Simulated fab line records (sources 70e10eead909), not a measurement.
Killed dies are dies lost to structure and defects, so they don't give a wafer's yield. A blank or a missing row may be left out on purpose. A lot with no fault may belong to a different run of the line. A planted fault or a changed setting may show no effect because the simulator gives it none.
fab line records -- flow nand_harc
record lots=5, wafers=15, last_day=32
route steps=1302 shown A_WL_FILL@965
lots that met no fault: taken from a fault-free run of the same line
start_h: start of the lot's first displayed wafer, in hours after the record's first day -- wait_h: hours since the lot's step before -- " identical to the entry in the row above -- L1.1+2: a single row standing in for several wafers -- - no value present, or no start provided -- * or withheld: withheld -- < > ~ a bound
route shown NAME@n: NAME is a module with steps in the file, n the number in the route of the first one -- usual: mean and standard deviation over wafers with no fault -- same: alike in all rows -- chamber/n: place in a boat -- sites: per-site readings -- _std_site: the standard deviation of these -- _edge_site: outer sites' mean less inner sites' -- radius_mm: for every site, how far away it sits from the centre of the wafer -- mask NAME#n: copy n -- behind: the last tool/chamber to shape the wafer -- hold: what put the lot on hold/how long, in hours/how the hold closed -- device: the n, p or np transistor that did not switch -- end of line: at the end of the route, the tests of the same wafers -- where a step has no rows: the recipe by itself -- killed: the dies lost at the first sort to structure and to defects; this is not the yield of the wafer -- map: a wafer's dies, x killed, . not, _ none there
set.NAME: the setting the step ran with; set.NAME@STEP: the setting that earlier step ran with -- model.NAME: the simulator's own value behind a step, which no gauge read
lots at some steps of the route; a table a step, a row a wafer
services: a tool's chamber out of use, with start hour (start_h, from the record's first day; less than 0 if before it), hours out, and reason
## steps
# step NHARC_A_WL_FILL_ALD_10
# recipe target_thk_a=500, pulse_time_s=10, ald_cycles=500, temp_c=300, material=SiO2
# usual heater_power_outer_w=249/33, heater_power_w=452/46, precursor_pulse_height_rel=0.998/0.021
lot.wafer,tool,chamber,start_h,wait_h,heater_power_outer_w,heater_power_w,precursor_pulse_height_rel
L992.1,ald_hk-02,3,476.56,0.6,321,549,0.995
L992.3,ald_hk-02,1,477.60,1.6,256,487,1.076
L992.6,ald_hk-02,2,477.60,1.6,250,453,1.022
L993.1,ald_hk-02,2,502.23,0.1,248,444,1.000
L993.2,ald_hk-02,3,502.23,0.1,313,565,0.993
L993.6,ald_hk-02,3,504.82,2.6,324,531,1.004
L103.4,ald_hk-04,3,573.63,1.6,229,412,0.997
L103.6,ald_hk-04,0,573.63,1.6,234,432,1.024
L103.5,ald_hk-04,1,573.63,1.6,248,421,1.022
L104.1,ald_hk-03,1,581.44,0.6,280,477,0.997
L104.3,ald_hk-03,3,582.45,1.6,206,377,0.993
L104.6,ald_hk-03,0,582.45,1.6,222,430,0.985
L113.4,ald_hk-02,0,675.45,0.6,238,466,0.966
L113.5,ald_hk-02,3,676.98,2.1,304,507,0.993
L113.6,ald_hk-02,0,676.98,2.1,238,476,0.987
# step NHARC_A_WL_FILL_ETCHBACK_16
# recipe target_depth_a=1200, time_s=24, c4f8_flow_sccm=withheld, o2_flow_sccm=8, ar_flow_sccm=withheld, rf_w=600, bias_w=800, chemistry=C4F8/O2/Ar
# usual oes_product_au=0.982/0.027, rf_vpp_V=721/4.7
lot.wafer,tool,chamber,start_h,wait_h,oes_product_au,rf_hours_counter_h,rf_vpp_V
L992.3,rie_diel-11,2,-,-,1.006,1.9,716
L992.1,rie_diel-11,3,-,-,1.005,2.1,717
L992.6,rie_diel-11,1,-,-,1.010,-,725
L993.1,rie_diel-13,1,-,-,0.990,0,717
L993.2,rie_diel-13,3,-,-,0.998,0,719
L993.6,rie_diel-13,1,-,-,0.993,-,716
L103.4,rie_diel-11,0,-,-,0.991,-,728
L103.6,rie_diel-11,1,-,-,1.005,-,726
L103.5,rie_diel-11,2,-,-,0.994,-,716
L104.3,rie_diel-13,3,-,-,0.956,2.3,718
L104.1,rie_diel-13,0,-,-,0.968,2.3,719
L104.6,rie_diel-13,0,-,-,0.966,-,720
L113.4,rie_diel-11,2,-,-,0.940,1.6,717
L113.5,rie_diel-11,1,-,-,0.997,-,727
L113.6,rie_diel-11,2,-,-,0.938,-,716
# step NHARC_A_WL_FILL_STRIP_29
# recipe time_s=20, o2_flow_sccm=500, ar_flow_sccm=0, bias_w=0, chemistry=O2
# usual drypump_motor_current_A=5.5/0.52, oes_product_au=0.998/0.0083, rf_vpp_V=57.7/0.85, showerhead_plenum_p_Torr=3.48/0.16, throttle_valve_pct=17.035/0.0086
lot.wafer,tool,chamber,start_h,wait_h,drypump_motor_current_A,oes_product_au,rf_hours_counter_h,rf_vpp_V,showerhead_plenum_p_Torr,throttle_valve_pct
L992.1,rie_diel-11,2,480.84,0.1,4.7,0.994,1.9,56.6,3.31,17.023
L992.3,rie_diel-11,3,480.84,0.1,4.7,0.986,2.1,57.8,3.30,17.031
L992.6,rie_diel-11,0,480.84,0.1,5.4,0.994,-,57.6,3.73,17.031
L993.2,rie_diel-13,0,506.98,0.1,5.8,0.998,0.0,57.6,3.38,17.031
L993.1,rie_diel-13,2,506.98,0.1,6.2,0.992,0.0,56.8,3.63,17.028
L993.6,rie_diel-13,0,506.98,0.1,5.8,1.003,-,57.5,3.38,17.035
L103.5,rie_diel-11,1,576.86,0.1,5.8,1.017,-,58.7,3.62,17.045
L103.6,rie_diel-11,2,576.86,0.1,4.7,1.002,-,57.3,3.31,17.042
L103.4,rie_diel-11,0,576.86,0.1,5.4,0.998,-,56.2,3.73,17.039
L104.1,rie_diel-13,0,585.61,0.1,5.8,0.997,2.3,56.6,3.38,17.023
L104.3,rie_diel-13,2,585.61,0.1,6.2,0.991,2.2,57.0,3.63,17.033
L104.6,rie_diel-13,0,585.61,0.1,5.8,0.993,-,58.2,3.38,17.047
L113.4,rie_diel-11,1,679.65,0.1,5.8,0.991,2.1,58.9,3.62,17.035
L113.5,rie_diel-11,0,679.65,0.1,5.4,0.995,-,59.6,3.73,17.038
L113.6,rie_diel-11,1,679.65,0.1,5.8,0.991,-,59.6,3.62,17.029
# step NHARC_A_WL_FILL_ETCHBACK_17
# recipe target_depth_a=40, time_s=26.7, chemistry=Cl2/BCl3
# usual drypump_motor_current_A=6.2/0.37, oes_product_au=1.006/0.0098
lot.wafer,tool,chamber,start_h,wait_h,drypump_motor_current_A,oes_product_au,rf_hours_counter_h
L992.1,rie_metal-01,1,480.94,-,6.7,0.990,1.0
L992.3,rie_metal-01,1,480.94,-,6.7,0.988,-
L992.6,rie_metal-01,0,480.94,-,6.6,1.015,-
L993.2,rie_metal-03,1,507.06,-,5.5,1.016,0
L993.1,rie_metal-03,0,507.06,-,6.5,1.011,0
L993.6,rie_metal-03,0,507.06,-,6.5,1.006,-
L103.4,rie_metal-02,0,577.01,-,5.9,1.018,-
L103.6,rie_metal-02,1,577.01,-,6.2,1.023,-
L103.5,rie_metal-02,0,577.01,-,5.9,1.013,-
L104.1,rie_metal-02,1,585.71,-,6.2,1.004,3.7
L104.3,rie_metal-02,0,585.71,-,5.9,1.004,-
L104.6,rie_metal-02,1,585.71,-,6.2,1.018,-
L113.4,rie_metal-02,1,679.78,-,6.2,1.002,-
L113.6,rie_metal-02,1,679.78,-,6.2,1.002,-
L113.5,rie_metal-02,0,679.78,-,5.9,1.017,-
# step NHARC_A_WL_FILL_PRECLEAN_18
# recipe time_s=30, chemistry=dHF
# step NHARC_A_WL_FILL_SRD_21
# step NHARC_A_WL_FILL_CVD_23
# recipe target_thk_a=400, temp_c=620, pressure_mtorr=200, time_s=800, material=poly-Si
# step NHARC_A_WL_FILL_ETCHBACK_26
# recipe target_depth_a=520, time_s=13.3, hbr_flow_sccm=150, rf_w=350, icp_w=350, bias_w=60, chemistry=HBr
# usual drypump_motor_current_A=5.5/0.48, oes_product_au=1.005/0.009, throttle_valve_pct=23.266/0.0093
lot.wafer,tool,chamber,start_h,wait_h,drypump_motor_current_A,oes_product_au,rf_hours_counter_h,throttle_valve_pct
L992.3,rie_si-03,2,486.13,0.4,5.7,1.010,0.5,23.265
L992.1,rie_si-03,0,486.13,0.4,5.3,0.995,0.7,23.277
L992.6,rie_si-03,3,486.13,0.4,5.3,1.000,-,23.275
L993.2,rie_si-05,1,512.32,0.4,5.8,1.002,0.3,23.263
L993.1,rie_si-05,2,512.32,0.4,5.0,1.012,0.3,23.274
L993.6,rie_si-05,0,512.32,0.4,5.3,0.988,-,23.274
L103.4,rie_si-03,2,582.18,0.4,5.6,1.010,0.1,23.261
L103.6,rie_si-03,0,582.18,0.4,5.4,1.012,-,23.276
L103.5,rie_si-03,1,582.18,0.4,4.7,1.000,-,23.249
L104.3,rie_si-05,2,590.80,0.4,5.0,1.009,0.8,23.250
L104.1,rie_si-05,0,590.80,0.4,5.3,0.998,0.9,23.262
L104.6,rie_si-05,3,590.80,0.4,5.5,1.016,-,23.273
L113.4,rie_si-03,1,684.89,0.4,4.7,1.008,0.9,23.261
L113.6,rie_si-03,1,684.89,0.4,4.7,1.005,-,23.263
L113.5,rie_si-03,2,684.89,0.4,5.6,1.012,-,23.275
# step NHARC_A_WL_FILL_PRECLEAN_30
# recipe time_s=10, chemistry=dHF
# step NHARC_A_WL_FILL_SRD_14
# step NHARC_A_WL_FILL_ALD_19
# recipe target_thk_a=20, pulse_time_s=3, ald_cycles=100, temp_c=450, material=TiN
# step NHARC_A_WL_FILL_CVD_20
# recipe target_thk_a=1000, temp_c=400, pressure_torr=40, wf6_flow_sccm=40, h2_flow_sccm=1600, ar_flow_sccm=1560, time_s=74, material=W
# usual heater_power_outer_w=483/28, heater_power_w=786/29, throttle_valve_pct=7.91/0.28
lot.wafer,tool,chamber,start_h,wait_h,heater_power_outer_w,heater_power_w,throttle_valve_pct
L992.1,cvd_w-01,1,486.60,-,518,835,7.85
L992.3,cvd_w-01,1,486.60,-,505,838,7.86
L992.6,cvd_w-01,1,486.60,-,510,835,7.44
L993.2,cvd_w-01,0,512.78,-,486,828,7.81
L993.1,cvd_w-01,1,512.78,-,496,824,8.11
L993.6,cvd_w-01,1,512.78,-,497,833,8.09
L103.4,cvd_w-01,1,582.80,-,504,797,7.63
L103.5,cvd_w-01,1,582.80,-,494,818,7.36
L103.6,cvd_w-01,0,582.80,-,467,762,7.64
L104.1,cvd_w-02,1,591.27,-,524,780,7.96
L104.3,cvd_w-02,0,591.27,-,448,762,8.41
L104.6,cvd_w-02,1,591.27,-,518,773,8.13
L113.4,cvd_w-01,0,685.43,-,466,762,7.78
L113.6,cvd_w-01,1,685.43,-,498,833,7.65
L113.5,cvd_w-01,0,685.43,-,462,799,7.84
# step NHARC_A_WL_FILL_CMP_12
# recipe t_overpolish_s=30, target_thk_nm=100
# usual motor_current_A=11.6/0.92, overpolish_run_s=29.998/0.0087, time_to_endpoint_s=20.1/2.3
lot.wafer,tool,chamber,start_h,wait_h,motor_current_A,overpolish_run_s,time_to_endpoint_s
L992.1,cmp-03,1,486.80,0.2,11.3,30.007,21.2
L992.3,cmp-03,2,486.80,0.2,12.3,29.999,19.4
L992.6,cmp-03,1,486.80,0.2,11.5,29.989,22.4
L993.1,cmp-02,1,512.96,0.1,9.9,29.996,22.4
L993.2,cmp-02,2,512.96,0.1,11.7,30.004,23.1
L993.6,cmp-02,1,512.96,0.1,9.8,29.990,21.3
L103.4,cmp-02,1,582.99,0.2,9.9,30.012,9.6
L103.5,cmp-02,3,582.99,0.2,11.0,29.989,16.8
L103.6,cmp-02,0,582.99,0.2,12.4,29.996,13.8
L104.3,cmp-02,2,591.44,0.1,11.4,29.998,19.7
L104.1,cmp-02,3,591.44,0.1,11.2,30.001,17.6
L104.6,cmp-02,3,591.44,0.1,10.6,30.017,18.4
L113.4,cmp-01,3,685.59,0.1,14.4,29.979,26.3
L113.5,cmp-01,1,685.59,0.1,11.0,30.007,20.8
L113.6,cmp-01,2,685.59,0.1,10.5,30.001,21.9
## services
tool,chamber,start_h,hours,kind
rie_si-03,2,469.68,3.2,repair
cmp-02,-,478.25,0.3,repair
cmp-02,-,482.53,2.2,repair
cmp-02,-,488.43,1.5,repair
rie_diel-13,-,495.24,9.0,pm
cmp-02,-,502.58,4.0,pm
rie_si-03,1,516.56,1.1,repair
cvd_w-01,-,523.00,13.0,pm
rie_diel-11,1,544.97,13.2,repair
rie_si-03,-,546.53,0.1,repair
rie_si-03,-,549.31,0.2,repair
rie_si-03,-,551.00,9.0,pm
rie_metal-02,0,556.28,17.0,repair
rie_si-03,2,562.71,11.4,repair
rie_diel-11,3,570.24,9.9,repair
rie_si-03,3,583.29,2.9,repair
rie_diel-11,-,585.50,9.0,pm
cmp-02,-,600.58,4.0,pm
rie_metal-02,-,607.00,9.0,pm
cvd_w-01,1,610.17,2.7,repair
rie_diel-13,3,615.02,5.6,repair
cvd_w-01,-,662.05,4.4,repair
rie_diel-11,2,669.27,8.2,repair
rie_diel-13,-,672.24,9.0,pm
## key
first_sign step=NHARC_A_WL_FILL_CMP_12, reading=time_to_endpoint_s, direction=down, sigmas=4.6, usual=*, struck=*
effect none on later readings
met_at NHARC_A_WL_FILL_CVD_20
struck_wafers L103.4
tester_left_out L103
onset_between 512.78 582.80
fault kind=process_parameter_drift, tool=cvd_w-01, chamber=-, onset_h=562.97, steps=NHARC_A_WL_FILL_CVD_20, channel=target_thk_a, offset=*, shape=step, end_h=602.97, scope=struck_wafers_only, acts_in=*, stated=*
# tester_left_out: of these lots the tester's yield and bins aren't shown, on N5 and GAA mostly nor the transistor test; their killed dies are dies lost to structure and defects alone, not to doping, threshold or leakage, so they don't give the yield
